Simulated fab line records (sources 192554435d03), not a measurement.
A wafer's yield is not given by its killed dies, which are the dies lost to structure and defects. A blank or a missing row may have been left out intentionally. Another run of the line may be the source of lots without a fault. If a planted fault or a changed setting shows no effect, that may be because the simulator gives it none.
Chamber matching -- flow n5-finfet -- 4 sister chambers for N5_BEOL_M8_ETCH_72 on rie-diel-04
The step etches underlayer in N2/H2, target depth 6.5 nm, time 5.2 s. 22 wafers are shown with their chamber, then 11 later ones without.

EACH WAFER AND ITS CHAMBER
wafer,chamber,drypump-motor-current-A (A),showerhead-plenum-p-Torr (Torr),throttle-valve-pct (%)
L074.2,1,5.4,2.58,17.89
L074.3,0,6.1,2.44,17.67
L074.4,2,6.4,2.44,17.89
L076.2,3,5.7,2.52,18.13
L076.5,3,5.7,2.52,18.12
L076.6,2,6.4,2.44,17.87
L077.2,3,5.7,2.51,18.14
L077.5,1,5.4,2.57,17.90
L077.6,3,5.7,2.51,18.16
L078.1,2,6.4,2.43,17.88
L078.3,1,5.4,2.57,17.95
L078.6,2,6.4,2.43,17.88
L082.1,3,5.6,2.51,18.15
L082.2,0,6.1,2.43,17.73
L082.4,1,5.4,2.57,17.93
L086.1,1,5.4,2.56,17.95
L086.2,2,6.4,2.42,17.92
L086.4,3,5.7,2.50,18.18
L090.1,3,5.7,2.50,18.19
L090.4,2,6.4,2.42,17.92
L090.6,3,5.7,2.50,18.20
L091.1,1,5.4,2.56,17.95

SIGNATURES (averages over the wafers above)
reading,chamber 0,chamber 1,chamber 2,chamber 3,scatter within a chamber
drypump-motor-current-A,6.100,5.400,6.400,5.688,0.022
showerhead-plenum-p-Torr,2.4350,2.5683,2.4300,2.5088,0.00824
throttle-valve-pct,17.7000,17.9283,17.8933,18.1588,0.0276
Rule: a wafer's distance from a chamber is the root of the sum, over the readings, of the square of ((its reading less the chamber's mean) divided by the reading's scatter). The wafer belongs to the nearest chamber; if the next one is less than 2 further off, it can't be placed. The scatter is the square root of a quotient: the sum, over the shown wafers, of each reading's squared deviation from its chamber's mean, divided by wafers minus chambers.

WAFERS MISSING THEIR CHAMBER
wafer,drypump-motor-current-A (A),showerhead-plenum-p-Torr (Torr),throttle-valve-pct (%)
L091.3,6.4,2.42,17.93
L091.4,5.6,2.50,18.20
L092.2,6.4,2.42,17.96
L092.4,5.4,2.56,17.97
L092.6,5.7,2.50,18.22
L095.1,6.4,2.42,17.94
L095.2,5.4,2.56,17.99
L095.4,5.7,2.50,18.21
L097.2,6.2,2.42,17.77
L097.3,5.4,2.55,18.00
L097.6,5.4,2.55,18.00

THE CHAMBER EACH PASSED THROUGH
wafer,from the rows above,in truth
L091.3,2,2
L091.4,3,3
L092.2,2,2
L092.4,1,1
L092.6,3,3
L095.1,2,2
L095.2,1,1
L095.4,3,3
L097.2,0,0
L097.3,1,1
L097.6,1,1
11 of 11 placed correctly. Left unplaced by these rows: 0. Placed wrongly: 0.
